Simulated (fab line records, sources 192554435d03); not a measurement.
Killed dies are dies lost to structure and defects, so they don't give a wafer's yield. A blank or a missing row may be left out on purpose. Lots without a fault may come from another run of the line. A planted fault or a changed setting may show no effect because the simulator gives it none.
Which tool did it? | flow n5_finfet | 9 lots, 27 wafers sampled, at 1 step of a route of 1938

WHAT THE GAUGES READ, wafer by wafer
N5_BEOL_M4_RC_MEAS_101.
lot  | measured     | on        | DIBL_N (mV/V)
L175 | day 9 23:38  | prober-01 | 36.5 37.5 36.6
L185 | day 11 12:14 | prober-01 | 34.5 34.2 33.8
L184 | day 12 05:26 | prober-01 | 37.2 35.8 36.2
L188 | day 12 10:00 | prober-02 | 36.0 36.0 36.0
L186 | day 12 12:53 | prober-02 | 37.1 36.4 34.7
L187 | day 12 20:43 | prober-02 | 36.3 37.1 37.9
L189 | day 13 11:38 | prober-02 | 35.0 35.3 34.5
L190 | day 13 11:45 | prober-01 | 35.0 35.9 35.8
L194 | day 13 19:12 | prober-01 | 35.7 37.4 36.5

WHICH TOOL RAN EACH LOT (tool, then ch and the chambers of the sampled wafers, then the start)
The record holds no process step before these readings.

THE ANSWER, worked out from the rows above alone
Rule: what is usual is taken from the lots themselves. Put in order of their means at a reading, lots are off if they are a third of the lots or fewer, leave a main group of 4 or more, and stand apart from it by a gap of 3 or more times the standard deviation of the main group's means; of several such gaps the widest counts. A main group whose means are all the same, to the digits that the tables above print for the reading, isn't used. A lot without any number at a reading at which 4 lots or more have one is off too. The other lots that the step has rows for count as sound.
No lot is off at any reading shown: from this, nothing can be told.

WHAT THE SIMULATOR HAD PUT IN
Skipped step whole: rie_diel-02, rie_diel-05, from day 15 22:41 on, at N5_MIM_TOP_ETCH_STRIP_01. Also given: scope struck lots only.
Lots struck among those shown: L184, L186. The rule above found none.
